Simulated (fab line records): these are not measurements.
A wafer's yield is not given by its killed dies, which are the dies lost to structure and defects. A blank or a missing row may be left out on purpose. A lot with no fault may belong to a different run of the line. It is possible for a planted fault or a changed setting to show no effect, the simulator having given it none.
A struck lot beside a sound one :: flow nandHarc :: 15 steps out of a route of 1302
Sound: these wafers, L506.1, L506.4, L506.5. Struck: wafer L515.6 (left out: L515.4, L515.5 of the same lot, which were not struck); the cause appears at the end.
Order at every step that has rows: each side's tool, ch and its chambers, its first start. Under that, the readings that differ: sound wafers :: struck wafers :: difference of the means :: sigmas: that difference in standard deviations of wafers without a fault.
alike: a reading whose means differ by less than 2 such deviations, as well as words and numbers matching on both sides. not compared: withheld readings; readings where some wafer has no value; bounds like >300 that might hide an equal value; numbers whose values overlap and for which the record gives no deviation.
The two part at a step that has a row with sigmas, a row that says differs or no value, or rows on one side only. Non-overlapping numbers with no deviation appear without sigmas and do not part them. A reading missing from all wafers of one side parts the sides only when that side holds two or more wafers.

first, 1 step without rows for these wafers: NHARC_A_ONON_D1_DEP_00 (target thk 1000 nm).
NHARC_A_ONON_D1_THK_MEAS_02: measures by ellipsometry.
  sound on filmMetro-02 at day 8 05:59; struck on filmMetro-01 at day 12 03:40
  alike: thkNm
after that, 1 step with no rows for these wafers: NHARC_A_ONON_D1_DEP_03 (target thk 1000 nm).
NHARC_A_ONON_D1_THK_MEAS_05: measures by ellipsometry.
  sound on filmMetro-01 at day 8 06:34; struck on filmMetro-01 at day 12 04:13
  alike: thkNm
after that, 1 step with no rows for these wafers: NHARC_A_ONON_D1_DEP_06 (target thk 1000 nm).
NHARC_A_ONON_D1_THK_MEAS_08: measures by ellipsometry.
  sound on filmMetro-01 at day 8 07:08; struck on filmMetro-01 at day 12 04:47
  alike: thkNm
after that, 1 step with no rows for these wafers: NHARC_A_ONON_D1_DEP_09 (target thk 1000 nm).
NHARC_A_ONON_D1_THK_MEAS_11: measures by ellipsometry.
  sound on filmMetro-02 at day 8 07:43; struck on filmMetro-02 at day 12 05:22
  alike: thkNm
after that, 1 step with no rows for these wafers: NHARC_A_ONON_D1_DEP_12 (target thk 1000 nm).
NHARC_A_ONON_D1_THK_MEAS_14: measures by ellipsometry.
  sound on filmMetro-02 at day 8 08:17; struck on filmMetro-02 at day 12 05:56
  alike: thkNm
then, 1 step without rows for these wafers: NHARC_A_ONON_D1_ANNEAL_15 (time 3600 s).
NHARC_A_ONON_D1_DEP_16: target thk 1000 nm.
  sound on pecvdOnon-04 ch 0, day 8 15:50; struck on pecvdOnon-04 ch 0, day 12 13:25
NHARC_A_ONON_D1_THK_MEAS_18: measures by ellipsometry.
  sound on filmMetro-02 at day 8 16:20; struck on filmMetro-02 at day 12 13:46
reading: thkNm (nm)
sound: 1012 1011 1011
struck: 891
difference: -120
sigmas: -14
after that, 1 step with no rows for these wafers: NHARC_A_ONON_D1_DEP_19 (target thk 1000 nm).
-- the record jumps here: 16 days lie between the struck wafers' starts before and after (it left off in module A_ONON_D1 and takes up again in module END, whose first step shown is number 1302 of the route) --
NHARC_END_SORT_01:
  sound on prober-01 ch 0, day 26 14:33; struck on prober-01 ch 0, day 29 00:15
  alike: killedAtArray, killedAtOther, killedAtPeriphery, killedDies, killedOpen, killedShort

== WHERE THEY PART ==
At NHARC_A_ONON_D1_THK_MEAS_18 and nowhere else, as far as this record goes. Later steps at which nothing parts them and some readings are alike: NHARC_END_SORT_01.

WHY: the cause the simulator had injected
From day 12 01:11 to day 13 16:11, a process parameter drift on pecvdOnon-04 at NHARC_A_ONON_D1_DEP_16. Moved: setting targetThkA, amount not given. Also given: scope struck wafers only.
